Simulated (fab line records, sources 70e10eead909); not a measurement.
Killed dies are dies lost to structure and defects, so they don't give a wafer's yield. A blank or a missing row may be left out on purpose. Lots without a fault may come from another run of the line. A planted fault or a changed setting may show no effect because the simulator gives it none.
Which tool did it? | flow nand_harc | 11 lots, 33 wafers sampled, at 5 steps of a route of 1302

WHAT THE GAUGES READ, wafer by wafer
NHARC_END_SORT_01.
lot  | measured     | on        | defect_limited_yield (%) | killed_at_array | killed_at_other | killed_at_periphery | killed_dies | killed_open | killed_short | sort_bin_2_pct (%) | sort_bin_3_pct (%) | sort_bin_4_pct (%) | sort_n_pass | sort_rim_yield_pct (%) | sort_yield_pct (%)
L296 | day 24 19:59 | prober-02 | 87.3 90.8 91.6           | 82 60 52        | 0 1 1           | 4 1 4               | 86 62 57    | 4 2 4       | 2 1 4        | 4.3 3.7 3.1        | 1.0 0.9 0.6        | 7.4 4.6 4.7        | 591 615 620 | 94 92 97               | 87.3 90.8 91.6
L297 | day 25 15:18 | prober-02 | 95.1 95.6 94.7           | 30 24 30        | 0 0 3           | 3 6 3               | 33 30 36    | 5 6 3       | 2 3 4        | 1.2 1.3 0.6        | 0.1 0.4 0.4        | 3.5 2.7 4.3        | 644 647 641 | 92 90 92               | 95.1 95.6 94.7
L298 | day 26 12:31 | prober-02 | 92.2 91.6 92.3           | 49 51 45        | 0 2 1           | 4 4 6               | 53 57 52    | 3 5 2       | 3 4 3        | 1.9 1.9 3.2        | 0.1 0.9 0.3        | 5.8 5.6 4.1        | 624 620 625 | 98 92 98               | 92.2 91.6 92.3
L302 | day 27 03:37 | prober-02 | 87.7 87.1 90.3           | 80 83 64        | 2 0 1           | 1 4 1               | 83 87 66    | 2 7 1       | 2 5 1        | 4.3 4.6 5.0        | 1.0 1.5 0.3        | 6.9 6.8 4.4        | 594 590 611 | 96 93 94               | 87.7 87.1 90.3
L307 | day 29 03:35 | prober-01 | 0 0 0                    | 42 42 43        | 0 0 1           | 635 635 633         | 677 677 677 | 1 3 5       | 2 2 1        | 96.5 96.3 95.3     | 0.3 0.4 0.7        | 3.2 3.2 4.0        | 0 0 0       | 0 0 0                  | 0 0 0
L308 | day 30 13:27 | prober-02 | 0 0 0                    | 54 52 53        | 0 0 0           | 623 625 624         | 677 677 677 | 4 2 6       | 5 3 4        | 93.8 95.4 94.2     | 0.7 0.1 0.7        | 5.5 4.4 5.0        | 0 0 0       | 0 0 0                  | 0 0 0
L314 | day 31 21:56 | prober-01 | 90.1 91.6 91.3           | 63 53 53        | 0 0 1           | 4 4 5               | 67 57 59    | 6 2 4       | 3 5 0        | 4.7 3.7 4.7        | 0.9 0.9 0.1        | 4.3 3.8 3.8        | 610 620 618 | 75 81 77               | 90.1 91.6 91.3
L315 | day 33 06:49 | prober-02 | 91.1 91.6 90.3           | 53 54 62        | 2 0 1           | 5 3 3               | 60 57 66    | 2 4 5       | 1 1 3        | 3.7 2.8 3.7        | 1.0 0.4 0.7        | 4.1 5.2 5.3        | 617 620 611 | 77 78 78               | 91.1 91.6 90.3
L316 | day 33 12:59 | prober-01 | 91.9 92.3 90.5           | 52 47 58        | 1 1 2           | 2 4 4               | 55 52 64    | 4 2 2       | 2 1 2        | 3.0 3.0 2.5        | 0.6 0.3 0.4        | 4.6 4.4 6.5        | 622 625 613 | 77 83 80               | 91.9 92.3 90.5
L317 | day 33 07:35 | prober-01 | 93.6 95.0 94.2           | 37 33 34        | 2 1 3           | 4 0 2               | 43 34 39    | 4 4 3       | 3 4 3        | 1.8 1.3 2.4        | 0.4 0.4 0.1        | 4.1 3.2 3.2        | 634 643 638 | 89 91 91               | 93.6 95.0 94.2
L318 | day 33 19:35 | prober-02 | 93.6 92.3 93.4           | 39 49 39        | 0 0 0           | 4 3 6               | 43 52 45    | 2 4 5       | 1 3 1        | 2.2 2.8 1.8        | 0.4 0 0.6          | 3.7 4.9 4.3        | 634 625 632 | 91 89 92               | 93.6 92.3 93.4

WHICH TOOL RAN EACH LOT (tool, then ch and the chambers of the sampled wafers, then the start)
lot  | NHARC_P_CONTACT_STRIP_28           | NHARC_P_M0_ETCH_34                 | NHARC_P_M0_ETCH_15                            | NHARC_P_M0_PRE_CLEAN_29
L296 | rie_diel-07 ch 0,1,2, day 6 12:20  | rie_diel-13 ch 1,3, day 6 15:44    | rie_diel-13 ch 0,1, day 24 19:59 or earlier   | pvd_sputter-01, day 24 19:59 or earlier
L297 | rie_diel-07 ch 1,3, day 6 19:14    | rie_diel-13 ch 1,2,3, day 6 22:33  | rie_diel-13 ch 0,3, day 25 15:18 or earlier   | pvd_sputter-02, day 25 15:18 or earlier
L298 | rie_diel-03 ch 2,3, day 7 05:00    | rie_diel-13 ch 2,3, day 7 08:28    | rie_diel-13 ch 2,3, day 26 12:31 or earlier   | pvd_sputter-01, day 26 12:31 or earlier
L302 | rie_diel-03 ch 1,2,3, day 9 01:08  | rie_diel-06 ch 1,2,3, day 9 04:25  | rie_diel-06 ch 0,1,3, day 27 03:37 or earlier | pvd_sputter-02, day 27 03:37 or earlier
L307 | rie_diel-03 ch 1,2, day 10 20:48   | rie_diel-06 ch 0,1,2, day 11 00:01 | rie_diel-06 ch 0,1,3, day 11 00:07            | pvd_sputter-01, day 29 03:35 or earlier
L308 | rie_diel-03 ch 0,1, day 11 21:04   | rie_diel-13 ch 0,3, day 12 00:23   | rie_diel-13 ch 0,1,2, day 12 00:29            | pvd_sputter-03, day 30 13:27 or earlier
L314 | rie_diel-03 ch 0,1,3, day 13 17:10 | rie_diel-13 ch 0,1, day 13 20:32   | rie_diel-13 ch 0,1,3, day 31 21:56 or earlier | pvd_sputter-01, day 31 21:56 or earlier
L315 | rie_diel-08 ch 0,1,3, day 14 07:08 | rie_diel-13 ch 0,2,3, day 14 10:25 | rie_diel-13 ch 0,1,2, day 33 06:49 or earlier | pvd_sputter-02, day 33 06:49 or earlier
L316 | rie_diel-07 ch 1,2,3, day 14 14:44 | rie_diel-06 ch 0,2,3, day 14 18:04 | rie_diel-06 ch 0,2,3, day 33 12:59 or earlier | pvd_sputter-01, day 33 12:59 or earlier
L317 | rie_diel-03 ch 0,2,3, day 15 01:11 | rie_diel-09 ch 0,1,3, day 15 04:32 | rie_diel-09 ch 0,1, day 33 07:35 or earlier   | pvd_sputter-01, day 33 07:35 or earlier
L318 | rie_diel-03 ch 0,1,2, day 15 12:34 | rie_diel-09 ch 1,2, day 15 15:43   | rie_diel-09 ch 0,1,2, day 33 19:35 or earlier | pvd_sputter-03, day 33 19:35 or earlier
- NHARC_P_CONTACT_STRIP_28: strips in O2.
- NHARC_P_M0_ETCH_34: etches the open film in N2/H2, target depth 40 nm, overetch 12 nm, time 43.94 s.
- NHARC_P_M0_ETCH_15: etches the open film in C4F8/Ar, target depth 150 nm, overetch 15 nm, time 82.5 s.
- NHARC_P_M0_PRE_CLEAN_29: time 30 s.

WHAT THE TOOLS THEMSELVES READ (means of the sampled wafers that have a number; where no wafer has one, the mark that the record gives instead)
NHARC_P_CONTACT_STRIP_28.
lot  | tool        | drypump_motor_current_A (A) | oes_product_au (a.u.) | rf_vpp_V (V) | showerhead_plenum_p_Torr (Torr) | throttle_valve_pct (%)
L296 | rie_diel-07 | 5.6                         | 0.997                 | 57.4         | 3.64                            | 17.030
L297 | rie_diel-07 | 5.9                         | 0.992                 | 58.3         | 3.57                            | 17.036
L298 | rie_diel-03 | 5.8                         | 0.997                 | 58.0         | 3.66                            | 17.041
L302 | rie_diel-03 | 5.9                         | 0.995                 | 58.8         | 3.63                            | 17.040
L307 | rie_diel-03 | 5.9                         | 0.991                 | 57.7         | 3.66                            | 17.038
L308 | rie_diel-03 | 6.0                         | 1.005                 | 58.0         | 3.63                            | 17.036
L314 | rie_diel-03 | 5.8                         | 0.998                 | 58.4         | 3.65                            | 17.035
L315 | rie_diel-08 | 5.6                         | 1.000                 | 57.9         | 3.52                            | 17.041
L316 | rie_diel-07 | 5.9                         | 1.007                 | 58.1         | 3.56                            | 17.034
L317 | rie_diel-03 | 5.7                         | 1.004                 | 58.8         | 3.70                            | 17.049
L318 | rie_diel-03 | 5.8                         | 0.996                 | 58.0         | 3.68                            | 17.032

NHARC_P_M0_ETCH_34.
lot  | tool        | bias_w (W) | chamber_pressure_mTorr (mTorr) | drypump_motor_current_A (A) | oes_product_au (a.u.) | rf_vpp_V (V) | showerhead_plenum_p_Torr (Torr) | throttle_valve_pct (%)
L296 | rie_diel-13 | 149.9      | 30.014                         | 5.62                        | 1.002                 | 432.7        | 2.09                            | 14.176
L297 | rie_diel-13 | 150.0      | 30.020                         | 5.78                        | 0.999                 | 431.3        | 2.07                            | 14.177
L298 | rie_diel-13 | 149.8      | 29.967                         | 5.93                        | 1.000                 | 431.1        | 2.05                            | 14.177
L302 | rie_diel-06 | 150.4      | 30.003                         | 5.61                        | 1.000                 | 431.0        | 2.08                            | 14.167
L307 | rie_diel-06 | -          | -                              | -                           | -                     | -            | -                               | -
L308 | rie_diel-13 | -          | -                              | -                           | -                     | -            | -                               | -
L314 | rie_diel-13 | 150.1      | 30.003                         | 5.52                        | 1.001                 | 431.2        | 2.03                            | 14.158
L315 | rie_diel-13 | 150.4      | 30.000                         | 5.75                        | 1.000                 | 431.2        | 2.06                            | 14.175
L316 | rie_diel-06 | 149.9      | 29.997                         | 5.93                        | 1.006                 | 431.5        | 2.11                            | 14.169
L317 | rie_diel-09 | 150.3      | 30.017                         | 5.55                        | 1.005                 | 432.3        | 2.12                            | 14.168
L318 | rie_diel-09 | 150.0      | 30.009                         | 5.72                        | 1.006                 | 431.2        | 2.07                            | 14.184

NHARC_P_M0_ETCH_15.
lot  | tool        | bias_w (W) | chamber_pressure_mTorr (mTorr) | oes_product_au (a.u.) | rf_vpp_V (V)
L296 | rie_diel-13 | 299.7      | 25.001                         | 0.958                 | 441.8
L297 | rie_diel-13 | 299.5      | 24.992                         | 0.969                 | 442.2
L298 | rie_diel-13 | 299.6      | 24.993                         | 0.950                 | 442.6
L302 | rie_diel-06 | 300.8      | 24.987                         | 0.971                 | 441.3
L307 | rie_diel-06 | 300.9      | 25.016                         | 0.930                 | 441.2
L308 | rie_diel-13 | 300.1      | 24.989                         | 0.972                 | 440.2
L314 | rie_diel-13 | 300.1      | 24.986                         | 0.954                 | 442.6
L315 | rie_diel-13 | 299.9      | 24.992                         | 0.939                 | 440.4
L316 | rie_diel-06 | 300.1      | 24.988                         | 0.975                 | 442.8
L317 | rie_diel-09 | 298.9      | 25.001                         | 0.938                 | 444.5
L318 | rie_diel-09 | 299.8      | 25.006                         | 0.973                 | 442.4

NHARC_P_M0_PRE_CLEAN_29.
lot  | tool           | heater_power_w (W)
L296 | pvd_sputter-01 | 386
L297 | pvd_sputter-02 | 386
L298 | pvd_sputter-01 | 397
L302 | pvd_sputter-02 | 399
L307 | pvd_sputter-01 | 383
L308 | pvd_sputter-03 | 411
L314 | pvd_sputter-01 | 398
L315 | pvd_sputter-02 | 353
L316 | pvd_sputter-01 | 394
L317 | pvd_sputter-01 | 393
L318 | pvd_sputter-03 | 401

THE ANSWER, worked out from the rows above alone
Rule: what is usual is taken from the lots themselves. Put in order of their means at a reading, lots are off if they are a third of the lots or fewer, leave a main group of 4 or more, and stand apart from it by a gap of 3 or more times the standard deviation of the main group's means; of several such gaps the widest counts. A main group whose means are all the same, to the digits that the tables above print for the reading, isn't used. A lot without any number at a reading at which 4 lots or more have one is off too. The other lots that the step has rows for count as sound. The gauges are gone through in route order, then the tools' own readings, and for those a lot's mean is taken as printed above. The first step at which some lot is off is used, and at that step the reading that is off furthest; a lot without a number counts as furthest.
Off: L307, L308, at NHARC_END_SORT_01 (killed_at_periphery). The main group: mean 3.5, standard deviation 0.93.
A tool fits if, at a process step before that reading, it ran every lot that is off, and no sound lot after the first of them. The gauges at NHARC_END_SORT_01 aren't tried: what is off there is off at NHARC_P_M0_ETCH_34 too, on other tools, and a gauge's error can't cause that. NHARC_P_M0_ETCH_15 gives no start for some lots, so the hours and the order of its lots are those of NHARC_END_SORT_01. NHARC_P_M0_PRE_CLEAN_29 gives no start for some lots, so the hours and the order of its lots are those of NHARC_END_SORT_01. None of those tried fits.

WHAT THE SIMULATOR HAD PUT IN
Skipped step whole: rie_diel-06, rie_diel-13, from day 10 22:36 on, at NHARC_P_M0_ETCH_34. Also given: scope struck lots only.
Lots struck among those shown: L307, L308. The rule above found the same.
